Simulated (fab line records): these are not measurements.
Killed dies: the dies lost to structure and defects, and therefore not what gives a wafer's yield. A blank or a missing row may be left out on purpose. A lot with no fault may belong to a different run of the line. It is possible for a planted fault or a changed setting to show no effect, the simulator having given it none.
2 desks, one fault -- flow n5_finfet -- numbers are kept per desk, each desk with only its own; the story behind them comes last

AT THE TOOL OWNER'S DESK: rie_diel-02
The tool's own readings at N5_SDB_ETCH_17 (etches SiARC in CF4, target depth 23.4 nm, time 39 s): means of the sampled wafers that have a number, for each lot that ran on this tool. If a lot's mean is further than 4 standard deviations from the usual mean, the lot is out of limits and carries the mark OUT (the distance appears in the brackets).
Columns: A = drypump_motor_current_A at N5_SDB_ETCH_17, usual 5.5 A; B = etch_rf_on_time_s at N5_SDB_ETCH_17, usual 38.8 s; C = oes_product_au at N5_SDB_ETCH_17, usual 0.68 a.u.; D = rf_fwd_power_W at N5_SDB_ETCH_17, usual 533.6 W; E = rf_vpp_V at N5_SDB_ETCH_17, usual 184.1 V; F = showerhead_plenum_p_Torr at N5_SDB_ETCH_17, usual 2.14 Torr; G = throttle_valve_pct at N5_SDB_ETCH_17, usual 15.73 %
lot,first seen here,A,B,C,D,E,F,G
L898,day 3 17:45,4.9,38.9,0.66,534.0,184.2,2.13,15.67
L901,day 4 11:04,5.1,39.3,0.62,532.7,183.2,2.11,15.75
L908,day 6 06:53,5.2,39.3,0.65,533.3,183.9,2.11,15.81
L911,day 6 23:52,5.0,32.1 (-11) OUT,0.72,531.2,183.9,2.10,15.78
L913,day 7 15:53,5.0,32.2 (-11) OUT,0.72,531.3,184.3,2.10,15.79
L914,day 7 17:12,4.9,32.5 (-10) OUT,0.73,532.7,183.8,2.15,15.65
This desk's verdict: out of limits on L911, L913, L914, starting with L911 at day 6 23:52 (etch_rf_on_time_s at N5_SDB_ETCH_17). L898, L901, L908 stayed within limits.

FROM THE METROLOGY DESK
Means of the sampled wafers that have a number, per lot and without regard to the tool the lot ran on: this is what the gauges read. If a lot's mean is further than 4 standard deviations from the usual mean, the lot is out of limits and carries the mark OUT (the distance appears in the brackets). Shown here are 7 of its 10 readings, the ones lying furthest out on some lot.
Columns: A = DIBL_N at N5_BEOL_M4_RC_MEAS_101, usual 36.4 mV/V; B = IOFF_P at N5_BEOL_M4_RC_MEAS_101, usual 0.214 nA/um; C = ION_N at N5_BEOL_M4_RC_MEAS_101, usual 675 uA/um; D = ION_P at N5_BEOL_M4_RC_MEAS_101, usual 463 uA/um; E = SS_N at N5_BEOL_M4_RC_MEAS_101, usual 71.5 mV/dec; F = SS_P at N5_BEOL_M4_RC_MEAS_101, usual 73.3 mV/dec; G = VT_P at N5_BEOL_M4_RC_MEAS_101, usual -250.1 mV
lot,first seen here,A,B,C,D,E,F,G
L898,day 7 20:11,36.9,0.181,671,454,70.9,73.5,-255.4
L901,day 8 15:07,35.4,0.159,661,447,71.4,73.2,-255.2
L908,day 10 03:02,37.0,0.237,675,462,71.5,73.4,-249.5
L911,day 11 04:52,34.2,0.196,668,468,70.8,72.9,-250.2
L913,day 12 01:24,35.8,0.190,678,465,71.4,72.5,-253.7
L914,day 12 05:57,35.4,0.201,678,462,71.5,72.8,-251.2
L919,day 13 03:38,35.1,0.177,674,457,71.5,73.0,-253.8
L921,day 13 15:23,37.3,0.218,676,460,71.4,73.9,-250.6
L920,day 13 16:01,35.9,0.212,665,462,71.7,72.6,-250.1
This desk's finding: nothing out of limits on any of the 9 lots.

ALL TOGETHER
At day 6 23:52, on L911, L913, L914, the tool owner's desk was in a position to raise an alarm.
From the metrology desk's view, nothing was out of limits.
The metrology desk has L911, L913, L914 on record, within its limits.
The lots listed all ran N5_SDB_ETCH_17 on rie_diel-02.

WHAT HAD BEEN PUT IN BY THE SIMULATOR
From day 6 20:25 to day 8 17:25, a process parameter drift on rie_diel-02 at N5_SDB_ETCH_17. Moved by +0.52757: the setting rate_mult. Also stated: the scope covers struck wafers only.
Shown lots that were struck: L911, L913, L914.
Hours from the fault's start to each desk's first reading out of limits: the tool owner's desk, 3.
